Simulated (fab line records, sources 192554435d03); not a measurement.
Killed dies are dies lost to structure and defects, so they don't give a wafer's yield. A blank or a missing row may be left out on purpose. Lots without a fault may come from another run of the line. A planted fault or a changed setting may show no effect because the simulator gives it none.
fab line records | flow n5_finfet
record lots=9 wafers=25 last_day=18
route steps=1938 shown SPACER0@260 SD_EPI_N@270 SD_ACTIVATION@332 BEOL_M4@1111 PASSIVATION@1936
lots that met no fault: from a run of the same line without faults
start_h: hours from the record's first day to the start of the lot's first wafer shown | wait_h: hours since the lot's step before | " the same as in the row above | L1.1+2: a row that stands for several wafers | - no value, or no start given | * or withheld: withheld | < > ~ a bound
route shown NAME@n: a module of which the file shows steps, and the number in the route of the first | usual: mean/standard deviation of fault-free wafers | same: alike in all rows | chamber/n: place in a boat | sites: the reading at each site | _std_site: their standard deviation | _edge_site: outer sites' mean less inner sites' | radius_mm: how far each site lies from the wafer's centre | mask NAME#n: copy n | behind: the tool/chamber that last shaped the wafer | hold: why the lot was held/for how many hours/how that ended | device: the transistor (n, p or np) that didn't switch | end of line: the same wafers' tests at the end of the route | a step without rows: its recipe alone | killed: dies lost to structure and defects at the first sort, not the wafer's yield | map: a wafer's dies, x killed, . not, _ none there
set.NAME: the setting as run; set.NAME@STEP: as run at that earlier step | model.NAME: the simulator's own value behind a step, which no gauge read
steps of the route over a sample of lots; a table a step, a row a wafer
services: from which hour (start_h, from the record's first day; less than 0 if before it) a tool's chamber was out of use, for how many hours, and why
## steps
# step N5_SPACER0_ALD_08
# recipe material=SiNx target_thk_a=20 temp_c=400 ald_precursor_family=SiH2I2 ald_co_reactant=N2/H2-plasma pressure_torr=2
# usual chamber_pressure_Torr=2.000/0.0049 heater_power_w=904/86
# columns lot.wafer tool chamber start_h wait_h chamber_pressure_Torr heater_power_w
L383.1 ald_sin-01 2 74.84 0.1 1.995 987
L383.2 " 1 " " 2.001 724
L383.5 " 1 " " 1.997 723
L386.2 ald_sin-03 2 92.05 0.1 2.001 880
L386.3 " 3 " " 2.001 1022
L386.4 " 0 " " 2.009 930
L389.2 ald_sin-03 2 110.99 0.1 1.994 911
L389.3 " 1 " " 2.001 926
L389.6 " 0 " " 2.003 911
L391.2 ald_sin-01 0 124.00 0.1 2.004 755
L391.3 " 2 " " 2.005 991
L391.6 " 0 " " 1.995 761
L392.1 ald_sin-03 1 127.93 0.1 1.994 951
L392.5 " 0 " " 2.007 913
L394.1 ald_sin-01 2 137.83 0.1 1.997 976
L394.2 " 3 " " 1.998 937
L394.6 " 1 " " 2.010 698
L397.3 ald_sin-02 1 154.86 0.1 2.000 940
L397.5 " 3 " " 1.992 796
L401.3 ald_sin-01 2 181.09 0.2 1.996 992
L401.4 " 3 " " 2.012 929
L401.5 " 3 " " 2.005 900
L402.2 ald_sin-03 0 189.94 0.1 1.998 938
L402.4 " 3 " " 1.999 1020
L402.5 " 0 " " 1.996 934
# step N5_SD_EPI_N_CD_MEAS_09
# recipe target_cd_nm=120 landing_energy_ev=500 detector=se_inlens
# usual cd_nm=120.7/0.76
# columns lot.wafer tool chamber start_h wait_h cd_nm
L383.1 cd_sem-02 0 75.27 - 120.7
L383.2 " 0 " " 121.0
L383.5 " 0 " " 120.8
L386.2 cd_sem-01 0 92.61 - 121.3
L386.3 " 0 " " 121.5
L386.4 " 0 " " 121.0
L389.2 cd_sem-03 0 111.54 - 122.0
L389.3 " 0 " " 121.0
L389.6 " 0 " " 120.5
L391.2 cd_sem-02 0 124.56 - 120.4
L391.3 " 0 " " 119.7
L391.6 " 0 " " 120.0
L392.1 cd_sem-03 0 128.49 - 121.1
L392.5 " 0 " " 120.4
L394.1 cd_sem-02 0 138.27 - 121.6
L394.2 " 0 " " 121.5
L394.6 " 0 " " 121.2
L397.3 cd_sem-01 0 155.29 - 120.5
L397.5 " 0 " " 120.3
L401.3 cd_sem-02 0 181.65 - 120.5
L401.4 " 0 " " 120.9
L401.5 " 0 " " 120.2
L402.2 cd_sem-01 0 190.50 - 120.1
L402.4 " 0 " " 120.9
L402.5 " 0 " " 121.5
# step N5_SD_EPI_N_STRIP_38
# recipe chemistry=N2/H2 power_w=1000 temp_c=250 h2_frac=0.65 overash_fraction=0.3 pressure_mtorr=withheld n2_flow_sccm=1750 h2_flow_sccm=3250
# usual drypump_motor_current_A=5.6/0.48 heater_power_w=353/37 oes_product_au=0.764/0.013
# columns lot.wafer tool chamber start_h wait_h drypump_motor_current_A heater_power_w oes_product_au rf_hours_counter_h
L383.1 plasma_asher-01 0 76.27 0.1 6.1 320 0.756 35
L383.2 " 1 " " 4.9 352 0.755 35
L383.5 " 1 " " 4.9 340 0.765 -
L386.2 plasma_asher-02 0 93.78 0.1 6.0 333 0.797 95
L386.3 " 0 " " 5.9 334 0.788 -
L386.4 " 1 " " 5.4 394 0.748 -
L389.2 plasma_asher-01 1 112.43 0.1 4.9 351 0.750 44
L389.3 " 0 " " 6.0 321 0.752 -
L389.6 " 0 " " 6.0 325 0.743 -
L391.2 plasma_asher-02 1 125.43 0.1 5.4 422 0.762 101
L391.3 " 1 " " 5.4 424 0.752 -
L391.6 " 1 " " 5.4 434 0.761 -
L392.1 plasma_asher-01 0 129.36 0.1 6.1 315 0.741 47
L392.5 " 0 " " 6.1 322 0.784 -
L394.1 plasma_asher-01 0 139.14 0.1 6.1 325 0.756 48
L394.2 " 1 " " 4.9 349 0.750 48
L394.6 " 0 " " 6.0 331 0.762 -
L397.3 plasma_asher-01 0 156.18 0.1 6.0 325 0.778 -
L397.5 " 1 " " 4.9 347 0.761 -
L401.3 plasma_asher-01 0 182.54 0.1 6.0 324 0.757 -
L401.4 " 1 " " 4.9 347 0.761 -
L401.5 " 0 " " 6.0 328 0.752 -
L402.2 plasma_asher-02 0 192.01 0.1 6.0 320 0.771 115
L402.4 " 0 " " 6.0 332 0.766 -
L402.5 " 1 " " 5.4 420 0.765 -
# step N5_SD_EPI_N_EPI_21
# recipe material=Si:P dopant=P temp_c=680 pressure_torr=255 time_s=690
# usual chamber_pressure_Torr=255.0/0.59 epi_growth_time_s=690/0
# columns lot.wafer tool chamber start_h wait_h chamber_pressure_Torr epi_growth_time_s
L383.1 epi_rpcvd-02 0 77.17 0.1 255.7 690
L383.2 " 0 " " 255.1 690
L383.5 " 0 " " 255.0 690
L386.2 epi_rpcvd-01 0 94.95 0.4 256.2 690
L386.3 " 0 " " 255.6 690
L386.4 " 0 " " 255.0 690
L389.2 epi_rpcvd-02 0 113.61 0.4 255.2 690
L389.3 " 0 " " 254.5 690
L389.6 " 0 " " 254.3 690
L391.2 epi_rpcvd-03 0 126.88 0.5 255.9 690
L391.3 " 0 " " 254.3 690
L391.6 " 0 128.37 1.9 254.4 690
L392.1 epi_rpcvd-02 0 130.25 0.1 255.8 829.13
L392.5 " 0 131.37 1.1 256.3 690
L394.1 epi_rpcvd-02 0 140.21 0.2 254.6 829.13
L394.2 " 0 " " 255.1 690
L394.6 " 0 142.07 1.9 255.7 690
L397.3 epi_rpcvd-02 0 157.61 0.7 255.0 829.13
L397.5 " 0 " " 254.8 690
L401.3 epi_rpcvd-01 0 184.00 0.7 255.4 690
L401.4 " 0 " " 255.0 690
L401.5 " 0 " " 256.1 690
L402.2 epi_rpcvd-03 0 193.21 0.4 254.6 690
L402.4 " 0 " " 255.1 690
L402.5 " 0 " " 254.9 690
# step N5_SD_EPI_N_EPI_MEAS_23
# recipe mode=xrd
# usual thk_nm=58.8/1.2
# columns lot.wafer tool chamber start_h wait_h thk_nm
L383.1 film_metro-02 - 78.88 1.4 60.9
L383.2 " - " " 59.5
L383.5 " - " " 60.0
L386.2 film_metro-02 - 96.39 1.2 57.2
L386.3 " - " " 58.9
L386.4 " - " " 59.0
L389.2 film_metro-02 - 115.05 1.2 58.9
L389.3 " - " " 57.3
L389.6 " - " " 57.3
L391.2 film_metro-02 - 128.78 1.5 59.1
L391.3 " - " " 57.9
L391.6 " - " " 58.0
L392.1 film_metro-01 - 131.97 1.4 66.8
L392.5 " - " " 59.4
L394.1 film_metro-01 - 142.48 1.9 67.1
L394.2 " - " " 58.5
L394.6 " - " " 59.3
L397.3 film_metro-01 - 158.77 0.9 68.2
L397.5 " - " " 58.6
L401.3 film_metro-02 - 185.16 0.9 59.1
L401.4 " - " " 58.5
L401.5 " - " " 58.2
L402.2 film_metro-01 - 194.64 1.2 59.5
L402.4 " - " " 59.3
L402.5 " - " " 61.6
# step N5_SD_ACTIVATION_RS_MEAS_03
# recipe thk_meas_gauge=four-point-probe
# usual RS_SD_N=21.95/0.28 RS_SD_P=56.1/0.84
# columns lot.wafer tool chamber start_h wait_h RS_SD_N[ohm/sq] RS_SD_P[ohm/sq]
L383.1 film_metro-01 - 84.46 0.2 21.61 56.0
L383.2 " - " " 21.64 56.1
L383.5 " - " " 21.65 56.1
L386.2 film_metro-02 - 102.19 0.2 22.23 55.6
L386.3 " - " " 22.16 56.1
L386.4 " - " " 22.05 55.9
L389.2 film_metro-01 - 120.77 0.2 22.04 55.9
L389.3 " - " " 22.28 55.7
L389.6 " - " " 21.97 55.6
L391.2 film_metro-02 - 135.13 0.2 22.08 54.9
L391.3 " - " " 21.79 54.1
L391.6 " - " " 22.08 54.2
L392.1 film_metro-02 - 137.20 0.2 19.28 56.2
L392.5 " - " " 21.66 56.6
L394.1 film_metro-01 - 147.83 0.2 19.10 54.8
L394.2 " - " " 21.90 54.5
L394.6 " - " " 21.89 54.9
L397.3 film_metro-02 - 164.43 0.2 19.30 55.2
L397.5 " - " " 21.73 56.6
L401.3 film_metro-01 - 191.81 0.2 22.33 57.8
L401.4 " - " " 22.40 57.1
L401.5 " - " " 22.18 57.7
L402.2 film_metro-01 - 200.72 0.2 21.61 57.1
L402.4 " - " " 21.43 56.2
L402.5 " - " " 21.54 56.7
# step N5_BEOL_M4_RC_MEAS_101
# usual DIBL_N=36.9/1.7 DIBL_P=37.3/2.3 IOFF_N=0.16/0.033 IOFF_P=0.22/0.04 ION_N=673/12 ION_P=463/8 RS_SD_N=28.5/0.37 SS_N=71.6/0.58 SS_P=73.4/0.74 VT_N=250/3.2 VT_P=-250/3.4
# columns lot.wafer tool chamber start_h wait_h DIBL_N[mV/V] DIBL_P[mV/V] IOFF_N[nA/um] IOFF_P[nA/um] ION_N[uA/um] ION_P[uA/um] RS_SD_N[ohm/sq] SS_N[mV/dec] SS_P[mV/dec] VT_N[mV] VT_P[mV]
L383.1 prober-01 0 194.08 0.0 38.5 38.0 0.19 0.23 677 456 27.9 72.2 73.7 247 -252
L383.2 " 0 " " 35.9 34.2 0.13 0.18 656 452 28.0 71.5 72.1 252 -255
L383.5 " 0 " " 35.7 33.9 0.14 0.17 658 446 27.8 71.7 72.0 253 -257
L386.2 prober-01 0 218.35 0.2 40.5 41.6 0.24 0.30 687 473 29.1 72.5 74.3 245 -245
L386.3 " 0 " " 37.7 37.0 0.17 0.21 668 462 28.9 71.4 73.4 249 -250
L386.4 " 0 " " 36.3 35.5 0.14 0.19 661 454 29.2 71.3 72.9 251 -251
L389.2 prober-02 0 225.60 0.2 38.0 39.0 0.20 0.30 690 487 28.7 71.6 73.9 245 -242
L389.3 " 0 " " 37.7 38.5 0.17 0.29 669 474 28.6 71.6 74.0 251 -245
L389.6 " 0 " " 37.2 37.2 0.16 0.25 673 471 28.6 71.3 72.9 251 -245
L392.1 prober-01 0 254.55 0.0 38.1 38.6 0.20 0.26 683 467 24.6 71.4 74.6 246 -248
L392.5 " 0 " " 38.3 37.8 0.18 0.24 686 465 28.1 72.5 73.2 245 -248
L391.2 prober-01 0 256.41 0.2 36.9 36.1 0.15 0.25 664 464 28.7 70.8 72.6 251 -243
L391.3 " 0 " " 37.1 36.9 0.15 0.26 666 464 28.5 71.7 73.8 252 -248
L391.6 " 0 " " 37.4 37.8 0.17 0.28 686 474 28.4 71.7 72.7 249 -243
L394.1 prober-01 0 261.93 0.0 35.4 36.1 0.14 0.18 685 468 24.7 71.0 73.3 252 -256
L394.2 " 0 " " 35.7 36.8 0.13 0.19 650 452 28.4 71.7 73.2 255 -253
L394.6 " 0 " " 35.7 36.9 0.13 0.20 669 462 28.2 71.7 73.1 251 -252
L397.3 prober-01 0 272.10 0.3 36.1 35.2 0.13 0.20 664 458 25.1 71.1 73.1 253 -251
L397.5 " 0 " " 37.4 35.4 0.14 0.19 678 464 28.4 71.7 73.2 253 -250
L401.3 prober-02 0 307.75 0.3 38.6 39.3 0.18 0.24 673 459 28.8 71.7 73.9 252 -252
L401.4 " 0 " " 39.3 39.4 0.18 0.23 669 459 28.9 72.6 74.4 251 -253
L401.5 " 0 " " 37.7 38.0 0.14 0.21 661 453 28.9 72.0 73.8 255 -255
L402.2 prober-02 0 311.07 0.2 36.1 35.9 0.13 0.19 649 447 28.6 71.3 72.5 254 -250
L402.4 " 0 " " 38.0 37.9 0.15 0.22 676 464 28.5 71.4 73.6 252 -249
L402.5 " 0 " " 37.1 36.7 0.14 0.20 662 456 28.3 70.7 73.4 252 -253
# step N5_PASSIVATION_PROBE_49
# usual defect_limited_yield=91.2/1.3 killed_at_M0_to_M3=34/10 killed_at_M4_up=13/4.6 killed_at_contacts=13/5.5 killed_at_front_end=41/12 killed_at_other=2.8/2.4 killed_dies=104/16 killed_open=67/12 killed_short=33/7.2 sort_bin_5_function=5.1/0.86 sort_bin_6_memory=3.3/0.62 sort_n_pass=1076/16 sort_yield_pct=91.2/1.3
# same gross_dies=1180 killed_at_back_side=0 sort_bin_4_leakage[%]=0 sort_bin_8_speed[%]=0
# columns lot.wafer tool chamber start_h wait_h defect_limited_yield[%] killed_at_M0_to_M3 killed_at_M4_up killed_at_contacts killed_at_front_end killed_at_other killed_dies killed_open killed_short sort_bin_5_function[%] sort_bin_6_memory[%] sort_n_pass sort_yield_pct[%]
L386.2 prober-01 - 322.53 0.1 92.5 16 20 12 38 2 88 59 23 3.7 3.2 1092 92.5
L386.3 prober-01 - 322.58 0.1 90.0 45 12 30 28 3 118 74 36 6.1 3.1 1062 90.0
L386.4 prober-01 - 322.63 0.2 93.5 19 11 5 39 3 77 51 25 4.3 1.9 1103 93.5
L389.2 prober-02 - 335.66 0.1 89.2 38 19 16 52 2 127 92 29 6.4 4.0 1053 89.2
L389.3 prober-02 - 335.71 0.1 89.9 37 14 19 49 0 119 67 44 5.9 3.4 1061 89.9
L389.6 prober-02 - 335.86 0.3 90.7 33 13 21 41 2 110 69 41 6.4 2.5 1070 90.7
L397.3 prober-02 - 368.54 0.1 89.7 55 20 3 42 1 121 68 38 5.8 3.3 1059 89.7
L397.5 prober-02 - 368.64 0.2 91.4 33 19 13 35 1 101 57 31 5.0 3.0 1079 91.4
L394.1 prober-01 - 369.72 0.0 89.9 42 13 16 44 4 119 88 27 5.4 4.4 1061 89.9
L394.2 prober-01 - 369.77 0.1 92.3 16 14 5 46 10 91 60 27 5.0 2.6 1089 92.3
L394.6 prober-01 - 369.97 0.3 90.8 47 4 13 41 4 109 76 27 5.4 3.4 1071 90.8
L392.1 prober-01 - 376.01 0.0 92.2 27 18 13 33 1 92 55 33 4.3 2.9 1088 92.2
L392.5 prober-01 - 376.21 0.2 92.2 21 12 8 47 4 92 57 30 4.4 3.2 1088 92.2
# killed by level:class
L386.2 FIN_SAQP:geometric_particle:open=14 MOL_CONTACT_COAG:geometric_particle:open=11 BEOL_M4:geometric_particle:open=9 BEOL_M3:geometric_particle:open=7 FIN_SAQP:geometric_particle:short=6 STI_FIN_REVEAL:geometric_particle:open=4 DUMMY_GATE:geometric_particle:open=4 BEOL_M1:geometric_particle:short=4
L386.3 MOL_CONTACT_COAG:geometric_particle:open=22 BEOL_M3:geometric_particle:open=15 BEOL_M0_SAQP:geometric_particle:short=10 MOL_CONTACT_COAG:geometric_particle:short=7 BEOL_M2:geometric_particle:open=6 BEOL_M0_SAQP:geometric_particle:open=5 FIN_SAQP:geometric_particle:open=4 BEOL_M1:geometric_particle:open=4
L386.4 FIN_SAQP:geometric_particle:open=11 STI_FIN_REVEAL:geometric_particle:open=6 BEOL_M1:geometric_particle:open=6 BEOL_M4:geometric_particle:open=6 DUMMY_GATE:geometric_particle:open=5 MOL_CONTACT_COAG:geometric_particle:open=5 BEOL_M0_SAQP:geometric_particle:open=4 FIN_SAQP:geometric_particle:short=3
L389.2 MOL_CONTACT_COAG:geometric_particle:open=14 BEOL_M2:geometric_particle:open=11 BEOL_M4:geometric_particle:open=10 FIN_SAQP:geometric_particle:open=8 GATE_CUT:geometric_particle:open=7 BEOL_M3:geometric_particle:open=7 DUMMY_GATE:geometric_particle:open=6 GATE_CUT:geometric_particle:short=6
L389.3 MOL_CONTACT_COAG:geometric_particle:open=14 BEOL_M0_SAQP:geometric_particle:open=10 STI_FIN_REVEAL:geometric_particle:open=9 BEOL_M0_SAQP:geometric_particle:short=9 BEOL_M4:geometric_particle:open=8 HKMG_FIN:area_etch=7 FIN_SAQP:geometric_particle:short=6 BEOL_M1:geometric_particle:short=6
L389.6 MOL_CONTACT_COAG:geometric_particle:open=15 BEOL_M3:geometric_particle:open=11 STI_FIN_REVEAL:geometric_particle:open=8 BEOL_M4:geometric_particle:open=8 BEOL_M0_SAQP:geometric_particle:short=7 FIN_SAQP:geometric_particle:open=6 GATE_CUT:geometric_particle:short=6 MOL_CONTACT_COAG:geometric_particle:short=6
L397.3 BEOL_M0_SAQP:geometric_particle:open=11 HKMG_FIN:area_etch=11 BEOL_M3:geometric_particle:open=10 BEOL_M1:geometric_particle:open=9 BEOL_M0_SAQP:geometric_particle:short=7 DUMMY_GATE:geometric_particle:open=6 BEOL_M4:geometric_particle:short=6 BEOL_M2:geometric_particle:open=5
L397.5 BEOL_M1:geometric_particle:open=13 BEOL_M4:geometric_particle:open=9 BEOL_M0_SAQP:geometric_particle:open=9 MOL_CONTACT_COAG:geometric_particle:open=7 FIN_SAQP:geometric_particle:short=5 BEOL_M0_SAQP:geometric_particle:short=5 STI_FIN_REVEAL:geometric_particle:open=4 DUMMY_GATE:geometric_particle:open=4
L394.1 FIN_SAQP:geometric_particle:open=15 MOL_CONTACT_COAG:geometric_particle:open=12 BEOL_M0_SAQP:geometric_particle:open=11 BEOL_M2:geometric_particle:open=11 BEOL_M0_SAQP:geometric_particle:short=10 BEOL_M1:geometric_particle:open=8 BEOL_M5:geometric_particle:open=8 DUMMY_GATE:geometric_particle:open=7
L394.2 STI_FIN_REVEAL:geometric_particle:open=9 FIN_SAQP:geometric_particle:open=9 FIN_SAQP:geometric_particle:short=7 BEOL_M2:geometric_particle:open=6 BEOL_M0_SAQP:geometric_particle:short=5 GATE_CUT:geometric_particle:open=4 MOL_CONTACT_COAG:geometric_particle:open=4 STARTING-WAFER:geometric_particle:open=4
L394.6 BEOL_M0_SAQP:geometric_particle:open=15 BEOL_M2:geometric_particle:open=15 FIN_SAQP:geometric_particle:short=8 FIN_SAQP:geometric_particle:open=8 MOL_CONTACT_COAG:geometric_particle:open=8 BEOL_M0_SAQP:geometric_particle:short=6 STARTING-WAFER:geometric_particle:open=6 GATE_CUT:geometric_particle:open=5
L392.1 FIN_SAQP:geometric_particle:open=17 MOL_CONTACT_COAG:geometric_particle:open=9 BEOL_M0_SAQP:geometric_particle:short=7 BEOL_M0_SAQP:geometric_particle:open=7 FIN_SAQP:geometric_particle:short=4 GATE_CUT:geometric_particle:short=4 MOL_CONTACT_COAG:geometric_particle:short=4 BEOL_M3:geometric_particle:open=3
L392.5 FIN_SAQP:geometric_particle:open=16 FIN_SAQP:geometric_particle:short=10 MOL_CONTACT_COAG:geometric_particle:open=7 BEOL_M2:geometric_particle:open=5 BEOL_M3:geometric_particle:open=4 FIN_CUT:geometric_particle:open=3 SPACER0:geometric_particle:short=3 GATE_CUT:geometric_particle:short=3
## services
# columns tool chamber start_h hours kind
plasma_asher-01 - 54.97 0.5 repair
ald_sin-01 0 70.17 24.0 repair
ald_sin-03 1 70.58 1.9 repair
ald_sin-02 1 71.02 3.9 repair
ald_sin-02 3 85.31 6.2 repair
ald_sin-01 - 87.62 14.0 pm
ald_sin-01 1 87.62 14.0 vent_cycle
ald_sin-01 2 87.62 14.0 vent_cycle
ald_sin-01 3 87.62 14.0 vent_cycle
plasma_asher-01 - 96.51 2.3 repair
ald_sin-01 0 101.62 - clean
ald_sin-01 1 101.62 - clean
ald_sin-01 2 101.62 - clean
ald_sin-01 3 101.62 - clean
plasma_asher-01 - 115.26 2.2 repair
ald_sin-02 2 118.66 2.2 repair
ald_sin-03 2 121.08 6.2 repair
epi_rpcvd-01 - 126.69 8.1 pm
ald_sin-01 - 144.75 4.3 pm
ald_sin-03 1 147.61 3.5 repair
ald_sin-03 - 151.62 0.4 repair
ald_sin-01 1 171.53 61.6 repair
ald_sin-02 - 177.93 14.0 pm
ald_sin-01 0 180.13 1.6 repair
## key
first_sign step=N5_SD_EPI_N_EPI_21 reading=epi_growth_time_s direction=up sigmas=99+ usual=* struck=*
effect step=N5_SD_EPI_N_EPI_MEAS_23 reading=thk_nm direction=up sigmas=7.4 usual=* struck=*
effect step=N5_SD_ACTIVATION_RS_MEAS_03 reading=RS_SD_N direction=down sigmas=9.8 usual=21.95 struck=19.23
effect step=N5_BEOL_M4_RC_MEAS_101 reading=RS_SD_N direction=down sigmas=9.9 usual=28.5 struck=24.8
met_at N5_SD_EPI_N_EPI_21
struck_lots L392,L394,L397
struck_wafers L392.1,L394.1,L397.3
baseline_loss step=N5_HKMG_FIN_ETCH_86 wafers=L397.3
not_acting_at N5_SPACER0_ALD_08,N5_SD_EPI_N_CD_MEAS_09,N5_SD_EPI_N_STRIP_38
onset_between 113.61 130.25
fault kind=process_parameter_drift tool=epi_rpcvd-02 chamber=- onset_h=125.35 steps=N5_SD_EPI_N_EPI_21 channel=epi_growth_time_s offset=* shape=step end_h=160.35 scope=struck_wafers_only acts_in=* stated=*
# baseline_loss: these wafers lose ten dies or more at that step, a loss of the line's own and not of a fault; the sort's usual values leave them out
